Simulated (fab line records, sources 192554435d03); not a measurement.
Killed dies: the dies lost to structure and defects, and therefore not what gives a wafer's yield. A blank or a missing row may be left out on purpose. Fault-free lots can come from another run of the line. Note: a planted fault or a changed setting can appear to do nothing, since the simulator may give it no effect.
The same fault as seen by 3 desks + flow n5Finfet + every desk sees just its own numbers, and what lay behind them comes last

## AT THE METROLOGY DESK
Lot by lot, what the gauges showed, no matter which tool ran the lot: averages of those sampled wafers that carry a number. Marked OUT: a lot whose mean sits more than 4 standard deviations from the usual mean, which makes it out of limits; the brackets give that distance.
Columns: A = cdNm at N5_BEOL_M11_CD_MEAS_28, usual 70.3 nm; B = V10_OVL at N5_BEOL_M11_OVL_MEAS_29, usual 0.5 nm
| lot  | first seen here | A    | B   |
|------|-----------------|------|-----|
| L555 | day 10 17:49    | 70.1 | 0.4 |
| L561 | day 11 19:02    | 69.7 | 1.2 |
| L567 | day 13 18:01    | 71.3 | 1.3 |
| L573 | day 15 02:56    | 71.0 | 0.8 |
| L575 | day 15 16:20    | 71.0 | 1.2 |
| L577 | day 16 04:21    | 68.9 | 0.3 |
Result from this desk: across the 6 lots, nothing is out of limits.

## THE DEFECT DESK
Lot by lot, what the route's inspections counted, given as the mean of those sampled wafers with a number. Marked OUT: a lot whose mean sits more than 4 standard deviations from the usual mean, which makes it out of limits; the brackets give that distance.
Columns: A = rawDefectCount at N5_BEOL_M11_INSPECT_30, usual 393
| lot  | first seen here | A   |
|------|-----------------|-----|
| L555 | day 10 17:52    | 378 |
| L561 | day 11 19:05    | 462 |
| L567 | day 13 18:04    | 390 |
| L573 | day 15 03:00    | 334 |
| L575 | day 15 16:23    | 364 |
| L577 | day 16 04:24    | 460 |
Result from this desk: across the 6 lots, nothing is out of limits.

## AT THE TOOL OWNER'S DESK: rieDiel-06
The tool's own readings at N5_BEOL_M11_ETCH_41 (etches SiCN in CH3F/O2, target depth 42.6 nm, time 86 s): means of the sampled wafers that have a number, for each lot that ran on this tool. Marked OUT: a lot whose mean sits more than 4 standard deviations from the usual mean, which makes it out of limits; the brackets give that distance.
Columns: A = O2_flow_sccm at N5_BEOL_M11_ETCH_41, usual 20.01 sccm; B = drypumpMotorCurrentA at N5_BEOL_M11_ETCH_41, usual 5.5 A; C = oesProductAu at N5_BEOL_M11_ETCH_41, usual 0.78 a.u.; D = rfVppV at N5_BEOL_M11_ETCH_41, usual 297.4 V; E = showerheadPlenumPTorr at N5_BEOL_M11_ETCH_41, usual 2.01 Torr; F = throttleValvePct at N5_BEOL_M11_ETCH_41, usual 16.24 %
| lot  | first seen here | A     | B   | C               | D     | E    | F     |
|------|-----------------|-------|-----|-----------------|-------|------|-------|
| L567 | day 13 18:44    | 20.01 | 5.6 | 0.81            | 296.9 | 1.99 | 16.15 |
| L573 | day 15 03:27    | 20.03 | 5.3 | 1.06 (+4.7) OUT | 297.7 | 2.02 | 16.13 |
| L575 | day 15 16:46    | 19.99 | 5.6 | 1.15 (+6.2) OUT | 298.0 | 2.04 | 16.17 |
This desk's finding: out of limits on L573, L575; first on L573, day 15 03:27 (oesProductAu at N5_BEOL_M11_ETCH_41). L567 stayed within limits.

## BROUGHT TOGETHER
On L573, L575, at day 15 03:27, an alarm was possible from the tool owner's desk.
From the metrology desk's view, nothing was out of limits.
Nothing the defect desk looked at was out of limits.
The metrology desk has L573, L575 on record, within its limits.
The defect desk has L573, L575 on record, within its limits.
All the named lots went through N5_BEOL_M11_ETCH_41 on rieDiel-06.

## WHAT THE SIMULATOR PUT IN
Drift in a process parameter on rieDiel-06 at N5_BEOL_M11_ETCH_41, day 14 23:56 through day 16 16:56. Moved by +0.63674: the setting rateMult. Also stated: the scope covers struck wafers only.
Shown lots that were struck: L573, L575.
Delay in hours, fault start to first out-of-limits reading, by desk: the tool owner's desk at 4.
